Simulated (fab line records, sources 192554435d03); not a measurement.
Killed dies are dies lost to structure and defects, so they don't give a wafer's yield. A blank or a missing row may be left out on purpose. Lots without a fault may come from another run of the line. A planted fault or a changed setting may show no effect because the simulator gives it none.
fab line records | flow n5_finfet | part 1 of 2: steps 1 to 22 of 29
record lots=5 wafers=15 last_day=17
route steps=1938 shown BEOL_M12@1615
lots that met no fault: from a run of the same line without faults
start_h: hours from the record's first day to the start of the lot's first wafer shown | wait_h: hours since the lot's step before | " the same as in the row above | L1.1+2: a row that stands for several wafers | - no value, or no start given | * or withheld: withheld | < > ~ a bound
route shown NAME@n: a module of which the file shows steps, and the number in the route of the first | usual: mean/standard deviation of fault-free wafers | same: alike in all rows | chamber/n: place in a boat | sites: the reading at each site | _std_site: their standard deviation | _edge_site: outer sites' mean less inner sites' | radius_mm: how far each site lies from the wafer's centre | mask NAME#n: copy n | behind: the tool/chamber that last shaped the wafer | hold: why the lot was held/for how many hours/how that ended | device: the transistor (n, p or np) that didn't switch | end of line: the same wafers' tests at the end of the route | a step without rows: its recipe alone | killed: dies lost to structure and defects at the first sort, not the wafer's yield | map: a wafer's dies, x killed, . not, _ none there
set.NAME: the setting as run; set.NAME@STEP: as run at that earlier step | model.NAME: the simulator's own value behind a step, which no gauge read
lots at some steps of the route; a table a step, a row a wafer
services: from which hour (start_h, from the record's first day; less than 0 if before it) a tool's chamber was out of use, for how many hours, and why
## steps
# step N5_BEOL_M12_DESCUM_15
# recipe chemistry=O2 time_s=7.9 source_power_w=50 bias_power_w=20 pressure_mtorr=20 rf_frequency_hz=2.712e+07 temp_c=40 o2_flow_sccm=225
# usual drypump_motor_current_A=5.8/0.5 oes_product_au=0.79/0.046 rf_vpp_V=243.3/1.3 showerhead_plenum_p_Torr=2.10/0.069 throttle_valve_pct=20.54/0.26
# columns lot.wafer tool chamber start_h wait_h drypump_motor_current_A oes_product_au rf_hours_counter_h rf_vpp_V showerhead_plenum_p_Torr throttle_valve_pct
L076.1 rie_diel-01 2 244.43 0.0 6.3 0.84 59 244.5 2.10 20.46
L076.2 " 3 " " 5.5 0.79 119 243.8 2.09 20.64
L076.5 " 1 " " 6.0 0.83 - 242.5 2.03 20.92
L080.3 rie_diel-03 0 272.07 0.0 5.6 0.87 45 244.3 2.13 20.36
L080.5 " 2 " " 5.8 0.75 - 242.5 1.99 20.48
L080.6 " 3 " " 5.3 0.83 - 244.4 2.20 20.57
L088.1 rie_diel-01 2 318.67 0.1 6.3 0.81 84 244.0 2.09 20.48
L088.2 " 1 " " 6.0 0.80 122 241.8 2.03 20.95
L088.5 " 2 " " 6.2 0.81 - 244.2 2.09 20.48
L090.1 rie_diel-01 3 336.46 0.6 5.5 0.75 151 243.3 2.08 20.69
L090.2 " 2 " " 6.3 0.81 92 244.3 2.09 20.48
L090.6 " 2 " " 6.3 0.80 - 243.4 2.09 20.49
L094.1 rie_diel-03 0 360.61 0.0 5.6 0.82 77 244.3 2.11 20.43
L094.3 " 2 " " 5.8 0.73 220 241.7 1.98 20.53
L094.6 " 0 " " 5.5 0.82 - 242.4 2.11 20.43
# step N5_BEOL_M12_ETCH_59
# recipe chemistry=N2/H2 target=BARC target_depth_a=890 overetch_a=267 time_s=67.9 ion_energy_ev=200 pressure_mtorr=30 source_w=840 bias_w=150 n2_flow_sccm=200 h2_flow_sccm=200
# usual drypump_motor_current_A=5.9/0.5 n2_flow_sccm=200.0/0.62 oes_product_au=0.68/0.037 rf_vpp_V=524.2/2.6 showerhead_plenum_p_Torr=2.55/0.089 throttle_valve_pct=18.02/0.29
# columns lot.wafer tool chamber start_h wait_h drypump_motor_current_A n2_flow_sccm oes_product_au rf_hours_counter_h rf_vpp_V showerhead_plenum_p_Torr throttle_valve_pct
L076.1 rie_diel-01 2 244.47 0.0 6.3 199.9 0.72 59 524.7 2.59 18.09
L076.2 " 3 " " 5.5 200.2 0.67 119 524.9 2.55 18.27
L076.5 " 1 " " 6.0 200.3 0.71 - 521.5 2.45 18.23
L080.3 rie_diel-03 0 272.10 0.0 5.5 200.5 0.75 45 524.0 2.58 17.83
L080.5 " 2 " " 5.8 199.4 0.64 - 520.7 2.43 17.87
L080.6 " 3 " " 5.3 200.1 0.70 - 527.7 2.69 18.20
L088.1 rie_diel-01 2 318.70 0.0 6.3 200.4 0.70 84 525.2 2.58 18.13
L088.2 " 1 " " 6.0 200.8 0.69 122 521.1 2.44 18.26
L088.5 " 2 " " 6.3 200.5 0.69 - 524.7 2.58 18.13
L090.1 rie_diel-01 3 336.50 0.0 5.5 199.1 0.65 151 523.4 2.54 18.34
L090.2 " 2 " " 6.3 201.1 0.68 92 523.9 2.57 18.15
L090.6 " 2 " " 6.3 200.4 0.68 - 524.9 2.57 18.13
L094.1 rie_diel-03 0 360.65 0.0 5.6 200.7 0.71 77 525.7 2.57 17.89
L094.3 " 2 " " 5.8 199.8 0.62 220 519.8 2.41 17.93
L094.6 " 0 " " 5.5 200.4 0.71 - 524.9 2.57 17.89
# step N5_BEOL_M12_VIA_ETCH_16
# recipe chemistry=C4F8/O2/Ar target=SiOC pressure_mtorr=30 source_w=3000 bias_w=700 Ar_flow_sccm=400 C4F8_flow_sccm=15 O2_flow_sccm=8 he_inner_torr=15 he_outer_torr=30 target_depth_a=7248 time_s=withheld ion_energy_ev=250 ends=cleared
# usual drypump_motor_current_A=5.9/0.5 oes_product_au=0.71/0.04 rf_vpp_V=666/3.2 showerhead_plenum_p_Torr=3.44/0.11 throttle_valve_pct=24.37/0.24
# columns lot.wafer tool chamber start_h wait_h drypump_motor_current_A oes_product_au rf_vpp_V showerhead_plenum_p_Torr throttle_valve_pct
L076.1 rie_diel-01 2 244.52 0.0 6.3 0.76 666 3.47 24.38
L076.2 " 3 " " 5.6 0.70 667 3.43 24.52
L076.5 " 1 " " 6.0 0.75 662 3.33 24.73
L080.3 rie_diel-03 0 272.15 0.0 5.6 0.78 666 3.48 24.20
L080.5 " 2 " " 5.7 0.67 661 3.30 24.37
L080.6 " 3 " " 5.3 0.74 671 3.61 24.47
L088.1 rie_diel-01 2 318.75 0.0 6.3 0.73 667 3.45 24.42
L088.2 " 1 " " 6.0 0.72 662 3.31 24.75
L088.5 " 2 " " 6.3 0.73 665 3.45 24.43
L090.1 rie_diel-01 3 336.55 0.0 5.5 0.68 665 3.41 24.57
L090.2 " 2 " " 6.3 0.72 666 3.45 24.41
L090.6 " 2 " " 6.3 0.72 667 3.45 24.43
L094.1 rie_diel-03 0 360.70 0.0 5.6 0.74 667 3.46 24.27
L094.3 " 2 " " 5.8 0.66 659 3.28 24.39
L094.6 " 0 " " 5.6 0.73 666 3.46 24.26
# step N5_BEOL_M12_STRIP_63
# recipe chemistry=N2/H2 power_w=1000 temp_c=250 h2_frac=0.65 overash_fraction=0.3 pressure_mtorr=1000 n2_flow_sccm=1750 h2_flow_sccm=3250
# usual drypump_motor_current_A=5.18/0.27 heater_power_w=323/36 n2_flow_sccm=1749/5.1 oes_product_au=0.694/0.004 strip_time_to_endpoint_s=42.9/0.89
# columns lot.wafer tool chamber start_h wait_h drypump_motor_current_A heater_power_w n2_flow_sccm oes_product_au rf_hours_counter_h strip_time_to_endpoint_s
L076.1 plasma_asher-02 0 244.72 - 5.31 353 1742 0.690 119 43.6
L076.2 " 1 " " 4.86 280 1743 0.691 119 43.9
L076.5 " 0 " " 5.30 356 1750 0.693 - 42.0
L080.3 plasma_asher-01 1 272.37 - 4.97 295 1737 0.696 - 45.1
L080.5 " 1 " " 5.01 304 1741 0.691 - 44.4
L080.6 " 0 " " 5.57 366 1752 0.691 - 43.9
L088.1 plasma_asher-02 1 318.95 - 4.86 278 1744 0.696 138 44.3
L088.2 " 0 " " 5.32 349 1748 0.695 138 43.6
L088.5 " 1 " " 4.88 277 1745 0.701 - 44.6
L090.1 plasma_asher-01 1 336.83 - 5.02 292 1757 0.699 87 43.6
L090.2 " 0 " " 5.56 363 1755 0.693 87 43.4
L090.6 " 1 " " 5.00 298 1756 0.691 - 43.0
L094.1 plasma_asher-02 1 360.90 - 4.88 276 1744 0.695 141 44.5
L094.3 " 0 " " 5.26 356 1749 0.693 - 43.7
L094.6 " 0 " " 5.29 353 1748 0.703 - 43.7
# step N5_BEOL_M12_STRIP_64
# recipe chemistry=N2/H2 power_w=1000 temp_c=250 h2_frac=0.65 overash_fraction=0.3 pressure_mtorr=withheld n2_flow_sccm=1750 h2_flow_sccm=3250
# usual drypump_motor_current_A=5.19/0.28 heater_power_w=322/36 n2_flow_sccm=1750/5.2 oes_product_au=0.715/0.0045 strip_time_to_endpoint_s=31.31/0.072
# columns lot.wafer tool chamber start_h wait_h drypump_motor_current_A heater_power_w n2_flow_sccm oes_product_au rf_hours_counter_h strip_time_to_endpoint_s
L076.1 plasma_asher-02 0 244.78 0.0 5.31 343 1746 0.717 119 31.41
L076.2 " 1 " " 4.87 275 1756 0.708 119 31.32
L076.5 " 0 " " 5.31 353 1753 0.717 - 31.32
L080.3 plasma_asher-01 1 272.43 0.0 4.97 298 1741 0.714 - 31.40
L080.5 " 1 " " 5.00 296 1742 0.709 - 31.33
L080.6 " 0 " " 5.55 360 1754 0.715 - 31.42
L088.1 plasma_asher-02 1 319.01 0.0 4.88 273 1749 0.714 138 31.38
L088.2 " 0 " " 5.31 353 1752 0.712 138 31.43
L088.5 " 1 " " 4.87 277 1752 0.720 - 31.49
L090.1 plasma_asher-01 1 336.89 0.0 5.00 299 1752 0.718 87 31.33
L090.2 " 0 " " 5.62 358 1755 0.724 87 31.33
L090.6 " 1 " " 4.99 301 1758 0.724 - 31.36
L094.1 plasma_asher-02 1 360.96 0.0 4.87 275 1751 0.711 141 31.29
L094.3 " 0 " " 5.30 354 1747 0.719 - 31.27
L094.6 " 0 " " 5.29 353 1742 0.716 - 31.25
# step N5_BEOL_M12_STRIP_71
# recipe chemistry=post_etch_residue_remover time_s=60 temp_c=25 remover_ph=withheld remover_water_wt_pct=withheld remover_fluoride_wt_pct=withheld
# columns lot.wafer tool chamber start_h wait_h
L076.1+2+5 wet_bench-01 1,4,0 244.86 0.1
L080.3+5+6 wet_bench-04 5,1,0 272.50 0.0
L088.1+2+5 wet_bench-01 3,5,0 319.10 0.1
L090.1+2+6 wet_bench-01 3,7,2 336.98 0.1
L094.1+3+6 wet_bench-04 6,5,2 361.05 0.1
# step N5_BEOL_M12_SRD_72
# recipe time_s=30 temp_c=23 rinse_liquid=diw dry=n2_spin spin_rpm=1500 dry_time_s=30
# usual spin_rpm=1500.1/0.8
# columns lot.wafer tool chamber start_h wait_h spin_rpm
L076.1 wet_bench-01 1 244.88 0.0 1499.5
L076.2 " 4 " " 1500.6
L076.5 " 0 " " 1500.8
L080.3 wet_bench-04 5 272.52 0.0 1500.0
L080.5 " 1 " " 1499.9
L080.6 " 0 " " 1500.7
L088.1 wet_bench-01 3 319.12 0.0 1500.3
L088.2 " 5 " " 1500.8
L088.5 " 0 " " 1500.2
L090.1 wet_bench-01 3 337.00 0.0 1500.0
L090.2 " 7 " " 1499.9
L090.6 " 2 " " 1498.5
L094.1 wet_bench-04 6 361.07 0.0 1501.0
L094.3 " 5 " " 1500.6
L094.6 " 2 " " 1499.9
# step N5_BEOL_M12_CD_MEAS_17
# recipe target_cd_nm=140 polarity=opening
# usual cd_nm=141.8/2.3
# columns lot.wafer tool chamber start_h wait_h cd_nm
L076.1 cd_sem-02 - 244.92 0.0 140.7
L076.2 " - " " 140.6
L076.5 " - " " 143.9
L080.3 cd_sem-03 - 272.56 0.0 140.3
L080.5 " - " " 144.6
L080.6 " - " " 143.3
L088.1 cd_sem-03 - 319.16 0.0 144.3
L088.2 " - " " 142.4
L088.5 " - " " 141.2
L090.1 cd_sem-01 - 337.04 0.0 141.0
L090.2 " - " " 146.5
L090.6 " - " " 141.0
L094.1 cd_sem-01 - 361.11 0.0 137.1
L094.3 " - " " 143.7
L094.6 " - " " 138.0
# step N5_BEOL_M12_COAT_65
# recipe resist=SOC temp_c=250 time_s=60 spin_rpm=1500 resist_thk_nm=300
# columns lot.wafer tool chamber start_h wait_h
L076.1+2+5 litho_track-05 0 244.96 0.0
L080.3+5+6 litho_track-03 0 272.60 0.0
L088.1+2+5 litho_track-05 0 319.20 0.0
L090.1+2+6 litho_track-05 0 337.07 0.0
L094.1+3+6 litho_track-03 0 361.15 0.0
# step N5_BEOL_M12_COAT_66
# recipe resist=SiARC temp_c=220 time_s=60 spin_rpm=1500 resist_thk_nm=110
# columns lot.wafer tool chamber start_h wait_h
L076.1+2+5 litho_track-05 0 - -
L080.3+5+6 litho_track-03 0 - -
L088.1+2+5 litho_track-05 0 - -
L090.1+2+6 litho_track-05 0 - -
L094.1+3+6 litho_track-03 0 - -
# step N5_BEOL_M12_COAT_22
# recipe spin_rpm=2888 resist_thk_nm=300
# columns lot.wafer tool chamber start_h wait_h
L076.1+2+5 litho_track-05 0 - -
L080.3+5+6 litho_track-03 0 - -
L088.1+2+5 litho_track-05 0 - -
L090.1+2+6 litho_track-05 0 - -
L094.1+3+6 litho_track-03 0 - -
# step N5_BEOL_M12_EBR_24
# recipe solvent=PGMEA ebr_width_mm=1.5
# columns lot.wafer tool chamber start_h wait_h
L076.1+2+5 litho_track-05 0 - -
L080.3+5+6 litho_track-03 0 - -
L088.1+2+5 litho_track-05 0 - -
L090.1+2+6 litho_track-05 0 - -
L094.1+3+6 litho_track-03 0 - -
# step N5_BEOL_M12_SOFTBAKE_23
# recipe temp_c=130 time_s=60
# columns lot.wafer tool chamber start_h wait_h
L076.1+2+5 litho_track-05 0 - -
L080.3+5+6 litho_track-03 0 - -
L088.1+2+5 litho_track-05 0 - -
L090.1+2+6 litho_track-05 0 - -
L094.1+3+6 litho_track-03 0 - -
# step N5_BEOL_M12_EXPOSE_25
# recipe mask_id=M12 na=0.93 source_shape=conventional sigma_outer=0.4 polarization=unpolarized dose_mj=21.8
# usual exposure_dose_mJ_cm2=21.794/0.022
# columns lot.wafer tool chamber start_h wait_h mask exposure_dose_mJ_cm2
L076.1 krf_scanner-02 0 245.08 - M12#0 21.787
L076.2 " 0 " " M12#0 21.786
L076.5 " 0 " " M12#0 21.778
L080.3 krf_scanner-01 0 272.85 - M12#0 21.799
L080.5 " 0 " " M12#0 21.795
L080.6 " 0 " " M12#0 21.782
L088.1 krf_scanner-01 0 319.32 - M12#0 21.771
L088.2 " 0 " " M12#0 21.750
L088.5 " 0 " " M12#0 21.784
L090.1 krf_scanner-02 0 337.19 - M12#0 21.794
L090.2 " 0 " " M12#0 21.763
L090.6 " 0 " " M12#0 21.826
L094.1 krf_scanner-01 0 361.26 - M12#0 21.775
L094.3 " 0 " " M12#0 21.790
L094.6 " 0 " " M12#0 21.791
# step N5_BEOL_M12_PEB_26
# recipe peb_temp_c=130 peb_time_s=90
# columns lot.wafer tool chamber start_h wait_h
L076.1+2+5 litho_track-05 0 245.13 0.1
L080.3+5+6 litho_track-03 0 272.90 0.0
L088.1+2+5 litho_track-03 0 319.37 0.1
L090.1+2+6 litho_track-05 0 337.25 0.1
L094.1+3+6 litho_track-01 0 361.32 0.1
# step N5_BEOL_M12_DEVELOP_27
# recipe develop_time_s=45 rinse_liquid=diw dry=air_spin dev_temp_c=21
# columns lot.wafer tool chamber start_h wait_h
L076.1+2+5 litho_track-05 0 - -
L080.3+5+6 litho_track-03 0 - -
L088.1+2+5 litho_track-03 0 - -
L090.1+2+6 litho_track-05 0 - -
L094.1+3+6 litho_track-01 0 - -
# step N5_BEOL_M12_HARDBAKE_32
# recipe temp_c=130 time_s=120
# columns lot.wafer tool chamber start_h wait_h
L076.1+2+5 litho_track-05 0 - -
L080.3+5+6 litho_track-03 0 - -
L088.1+2+5 litho_track-03 0 - -
L090.1+2+6 litho_track-05 0 - -
L094.1+3+6 litho_track-01 0 - -
# step N5_BEOL_M12_CD_MEAS_28
# recipe target_cd_nm=160.2 landing_energy_ev=500 detector=se_inlens polarity=opening
# usual cd_nm=160.8/1.5
# columns lot.wafer tool chamber start_h wait_h cd_nm
L076.1 cd_sem-02 0 245.25 - 158.1
L076.2 " 0 " " 159.2
L076.5 " 0 " " 161.7
L080.3 cd_sem-02 0 273.01 - 162.8
L080.5 " 0 " " 161.8
L080.6 " 0 " " 164.2
L088.1 cd_sem-02 0 319.49 - 161.1
L088.2 " 0 " " 163.3
L088.5 " 0 " " 162.0
L090.1 cd_sem-03 0 337.36 - 160.6
L090.2 " 0 " " 160.5
L090.6 " 0 " " 160.4
L094.1 cd_sem-03 0 361.44 - 161.3
L094.3 " 0 " " 163.0
L094.6 " 0 " " 161.3
# step N5_BEOL_M12_OVL_MEAS_29
# recipe points_per_wafer=44
# usual M12_OVL=6/5.7
# columns lot.wafer tool chamber start_h wait_h M12_OVL[nm]
L076.1 overlay-01 0 245.28 0.0 7
L076.2 " 0 " " 0
L076.5 " 0 " " -3
L080.3 overlay-02 0 273.04 0.0 5
L080.5 " 0 " " 6
L080.6 " 0 " " 5
L088.1 overlay-01 0 319.52 0.0 11
L088.2 " 0 " " 13
L088.5 " 0 " " 15
L090.1 overlay-01 0 337.39 0.0 12
L090.2 " 0 " " 8
L090.6 " 0 " " 13
L094.1 overlay-02 0 361.47 0.0 16
L094.3 " 0 " " 17
L094.6 " 0 " " 17
# step N5_BEOL_M12_INSPECT_30
# recipe mode=adi inspect_instrument=macro
# usual raw_defect_count=1.9/1.5
# columns lot.wafer tool chamber start_h wait_h raw_defect_count
L076.1 defect_inspect-01 - 245.30 0.0 0
L076.2 " - " " 3
L076.5 " - " " 4
L080.3 defect_inspect-01 - 273.07 0.0 2
L080.5 " - " " 1
L080.6 " - " " 3
L088.1 defect_inspect-01 - 319.54 0.0 0
L088.2 " - " " 6
L088.5 " - " " 2
L090.1 defect_inspect-01 - 337.42 0.0 1
L090.2 " - " " 0
L090.6 " - " " 1
L094.1 defect_inspect-02 - 361.49 0.0 3
L094.3 " - " " 0
L094.6 " - " " 3
# step N5_BEOL_M12_DESCUM_33
# recipe chemistry=O2 time_s=7.9 source_power_w=50 bias_power_w=20 pressure_mtorr=20 rf_frequency_hz=2.712e+07 temp_c=40 o2_flow_sccm=225
# usual drypump_motor_current_A=5.8/0.51 oes_product_au=0.79/0.044 rf_vpp_V=243.3/1.4 showerhead_plenum_p_Torr=2.09/0.067 throttle_valve_pct=20.55/0.26
# columns lot.wafer tool chamber start_h wait_h drypump_motor_current_A oes_product_au rf_hours_counter_h rf_vpp_V showerhead_plenum_p_Torr throttle_valve_pct
L076.1 rie_diel-06 1 245.34 0.0 5.7 0.85 76 243.8 2.14 20.54
L076.2 " 2 " " 5.1 0.70 187 240.5 2.00 20.66
L076.5 " 2 " " 5.1 0.71 - 241.2 2.00 20.65
L080.3 rie_diel-06 2 273.10 0.0 5.1 0.70 196 240.8 1.99 20.67
L080.5 " 3 " " 6.8 0.85 - 246.5 2.20 20.38
L080.6 " 2 " " 5.1 0.70 - 241.3 2.00 20.66
L088.1 rie_diel-03 1 319.62 0.1 6.6 0.75 160 241.8 2.09 20.92
L088.2 " 2 " " 5.8 0.73 206 241.4 1.99 20.50
L088.5 " 3 " " 5.2 0.81 - 244.0 2.20 20.61
L090.1 rie_diel-06 0 337.58 0.2 6.4 0.80 102 243.5 2.18 19.96
L090.2 " 3 " " 6.8 0.81 98 244.2 2.19 20.42
L090.6 " 1 " " 5.7 0.80 - 243.9 2.13 20.58
L094.1 rie_diel-01 1 361.53 0.0 6.0 0.80 139 240.9 2.02 20.98
L094.3 " 3 " " 5.5 0.75 161 242.6 2.07 20.71
L094.6 " 2 " " 6.3 0.80 - 243.9 2.09 20.50
# step N5_BEOL_M12_ETCH_67
# recipe chemistry=CF4 target=SiARC target_depth_a=1430 time_s=238.3 ion_energy_ev=80 pressure_mtorr=40 source_w=545 bias_w=36 Ar_flow_sccm=100 cf4_flow_sccm=100 ends=cleared
# usual drypump_motor_current_A=5.8/0.5 etch_rf_on_time_s=239/5.5 oes_product_au=0.67/0.038 rf_vpp_V=184.0/1.2 showerhead_plenum_p_Torr=2.15/0.071 throttle_valve_pct=15.73/0.2
# columns lot.wafer tool chamber start_h wait_h drypump_motor_current_A etch_rf_on_time_s oes_product_au rf_hours_counter_h rf_vpp_V showerhead_plenum_p_Torr throttle_valve_pct
L076.1 rie_diel-06 1 245.37 0.0 5.7 229 0.74 76 183.6 2.18 15.63
L076.2 " 2 " " 5.1 239 0.61 187 182.3 2.04 15.80
L076.5 " 2 " " 5.1 238 0.61 - 182.2 2.04 15.77
L080.3 rie_diel-06 2 273.13 0.0 5.1 237 0.61 196 182.3 2.03 15.80
L080.5 " 3 " " 6.7 233 0.72 - 184.8 2.25 15.57
L080.6 " 2 " " 5.1 240 0.60 - 181.3 2.03 15.80
L088.1 rie_diel-03 1 319.66 0.0 6.6 238 0.64 160 183.6 2.13 15.98
L088.2 " 2 " " 5.8 241 0.63 206 183.9 2.05 15.75
L088.5 " 3 " " 5.2 231 0.69 - 185.2 2.26 15.75
L090.1 rie_diel-06 0 337.62 0.0 6.4 238 0.68 102 186.1 2.25 15.34
L090.2 " 3 " " 6.8 234 0.69 98 186.6 2.24 15.62
L090.6 " 1 " " 5.7 232 0.70 - 183.3 2.17 15.70
L094.1 rie_diel-01 1 361.56 0.0 6.0 234 0.68 139 183.1 2.06 16.06
L094.3 " 3 " " 5.5 243 0.63 161 183.9 2.14 15.95
L094.6 " 2 " " 6.3 242 0.67 - 184.1 2.16 15.83
